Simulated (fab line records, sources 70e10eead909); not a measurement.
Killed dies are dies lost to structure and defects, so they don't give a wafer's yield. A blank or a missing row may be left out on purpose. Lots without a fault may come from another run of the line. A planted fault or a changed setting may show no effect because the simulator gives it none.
Chamber matching | flow nand_harc | NHARC_A_STAIRCASE_TRIM_196 on rie_diel-04: 4 sister chambers
The step chemistry O2, time 211.2 s. 14 wafers are shown with their chamber, then 7 later ones without.

WAFERS WITH THEIR CHAMBER
wafer  | chamber | showerhead_plenum_p_Torr (Torr) | oes_product_au (a.u.) | rf_vpp_V (V)
L078.2 | 2       | 3.29                            | 1.008                 | 56.7
L078.3 | 0       | 3.57                            | 0.993                 | 57.5
L078.6 | 2       | 3.29                            | 1.003                 | 57.4
L080.3 | 0       | 3.56                            | 0.986                 | 58.5
L080.4 | 3       | 3.33                            | 0.992                 | 58.0
L080.6 | 2       | 3.28                            | 1.001                 | 58.6
L081.1 | 1       | 3.64                            | 1.017                 | 58.9
L081.5 | 2       | 3.28                            | 0.994                 | 55.9
L081.6 | 3       | 3.33                            | 0.984                 | 58.4
L082.2 | 1       | 3.64                            | 1.011                 | 58.7
L082.5 | 1       | 3.64                            | 1.014                 | 57.6
L082.6 | 2       | 3.28                            | 0.987                 | 56.4
L091.2 | 0       | 3.55                            | 1.000                 | 58.9
L091.3 | 3       | 3.32                            | 0.995                 | 56.5

SIGNATURES (means of the wafers above)
reading                  | chamber 0 | chamber 1 | chamber 2 | chamber 3 | scatter within a chamber
showerhead_plenum_p_Torr | 3.5600    | 3.6400    | 3.2840    | 3.3267    | 0.00622
oes_product_au           | 0.99300   | 1.01400   | 0.99860   | 0.99033   | 0.00671
rf_vpp_V                 | 58.300    | 58.400    | 57.000    | 57.633    | 0.917
Rule: a wafer's distance from a chamber is the root of the sum, over the readings, of the square of ((its reading less the chamber's mean) divided by the reading's scatter). The wafer belongs to the nearest chamber; if the next one is less than 2 further off, it can't be placed. The scatter: the root of (the sum of the squares of (reading less its chamber's mean) over the shown wafers, divided by (wafers less chambers)).

WAFERS WITHOUT THEIR CHAMBER
wafer  | showerhead_plenum_p_Torr (Torr) | oes_product_au (a.u.) | rf_vpp_V (V)
L091.6 | 3.32                            | 0.987                 | 56.3
L096.1 | 3.54                            | 1.003                 | 57.3
L096.3 | 3.61                            | 0.999                 | 59.4
L096.4 | 3.31                            | 0.992                 | 58.1
L097.2 | 3.53                            | 0.995                 | 57.3
L097.5 | 3.31                            | 0.991                 | 57.4
L097.6 | 3.53                            | 1.001                 | 57.1

WHICH CHAMBER EACH WENT THROUGH
wafer  | from the rows above     | in truth
L091.6 | 3                       | 3
L096.1 | 0                       | 0
L096.3 | 1                       | 1
L096.4 | can't be placed: 3 or 2 | 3
L097.2 | 0                       | 0
L097.5 | can't be placed: 3 or 2 | 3
L097.6 | 0                       | 0
Placed correctly: 5 of 7. Can't be placed from these rows: 2 (the true chamber is among the candidates in 2). Placed wrongly: 0.
